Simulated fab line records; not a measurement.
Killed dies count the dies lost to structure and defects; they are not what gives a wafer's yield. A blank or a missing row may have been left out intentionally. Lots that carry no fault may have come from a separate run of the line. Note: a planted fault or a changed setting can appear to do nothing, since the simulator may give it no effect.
The tool behind it: which one? / flow n5_finfet / 12 lots (36 wafers sampled), 1 step of a 1938-step route

== WHAT THE GAUGES READ, wafer by wafer ==
N5_MOL_CONTACT_COAG_INSPECT_42: inspects for defects (brightfield).
lot=L075; measured=day 5 15:39; on=defect_inspect-02; raw_defect_count=227 245 257
lot=L077; measured=day 6 00:37; on=defect_inspect-01; raw_defect_count=151 188 170
lot=L079; measured=day 6 08:04; on=defect_inspect-01; raw_defect_count=179 176 116
lot=L081; measured=day 6 23:42; on=defect_inspect-02; raw_defect_count=156 110 172
lot=L084; measured=day 7 14:35; on=defect_inspect-02; raw_defect_count=147 196 204
lot=L085; measured=day 8 01:10; on=defect_inspect-02; raw_defect_count=212 161 254
lot=L087; measured=day 8 08:08; on=defect_inspect-01; raw_defect_count=251 275 296
lot=L089; measured=day 9 00:28; on=defect_inspect-01; raw_defect_count=199 285 139
lot=L091; measured=day 9 09:41; on=defect_inspect-02; raw_defect_count=221 237 211
lot=L093; measured=day 9 21:22; on=defect_inspect-02; raw_defect_count=231 174 152
lot=L095; measured=day 10 12:05; on=defect_inspect-01; raw_defect_count=193 168 120
lot=L097; measured=day 10 21:37; on=defect_inspect-01; raw_defect_count=194 184 110

== TOOL THAT RAN EACH LOT (tool first, then ch and the chambers of the sampled wafers, then the start) ==
The record holds no process step before these readings.

== THE ANSWER, worked out from the rows above alone ==
Rule: what is usual is taken from the lots themselves. Put in order of their means at a reading, lots are off if they are a third of the lots or fewer, leave a main group of 4 or more, and stand apart from it by a gap of 3 or more times the standard deviation of the main group's means; of several such gaps the widest counts. Not used: any main group whose means are identical at the precision the tables above print for the reading. A lot without any number at a reading at which 4 lots or more have one is off too. Where the step has rows for the other lots, those lots are counted as sound.
No lot is off at any reading shown: from this, nothing can be told.

== WHAT THE SIMULATOR HAD INSERTED ==
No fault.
